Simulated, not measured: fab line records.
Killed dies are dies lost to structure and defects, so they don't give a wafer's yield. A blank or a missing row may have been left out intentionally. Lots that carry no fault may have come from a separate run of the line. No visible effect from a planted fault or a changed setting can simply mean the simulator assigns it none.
Which tool was responsible? | flow n5-finfet | at 1 step of a route of 1938, 11 lots with 33 wafers sampled

== WHAT THE GAUGES SHOWED, per wafer ==
N5_BEOL_M8_INSPECT_30: inspects for defects (brightfield).
lot  | measured     | on                | raw-defect-count
L075 | day 10 02:08 | defect-inspect-01 | 365 376 316
L076 | day 10 06:34 | defect-inspect-02 | 464 449 461
L078 | day 11 08:37 | defect-inspect-01 | 328 473 261
L080 | day 11 21:34 | defect-inspect-02 | 437 581 496
L085 | day 12 07:12 | defect-inspect-01 | 343 372 452
L087 | day 12 16:54 | defect-inspect-02 | 388 455 428
L086 | day 12 18:40 | defect-inspect-02 | 433 498 337
L090 | day 14 00:55 | defect-inspect-01 | 689 546 423
L091 | day 14 10:54 | defect-inspect-01 | 290 378 347
L094 | day 15 02:37 | defect-inspect-01 | 402 512 534
L096 | day 15 17:50 | defect-inspect-02 | 458 374 329

== TOOL THAT RAN EACH LOT (tool first, then ch and the chambers of the sampled wafers, then the start) ==
Before these readings, the record contains no process step.

== THE ANSWER, worked out from the rows above alone ==
Rule: the lots themselves supply what counts as usual. Put in order of their means at a reading, lots are off if they are a third of the lots or fewer, leave a main group of 4 or more, and stand apart from it by a gap of 3 or more times the standard deviation of the main group's means; of several such gaps the widest counts. Not used: any main group whose means are identical at the precision the tables above print for the reading. A lot without any number at a reading at which 4 lots or more have one is off too. All remaining lots with rows at the step are treated as sound.
Across all readings shown, no lot is off: no conclusion can be drawn from this.

== WHAT HAD BEEN PUT IN BY THE SIMULATOR ==
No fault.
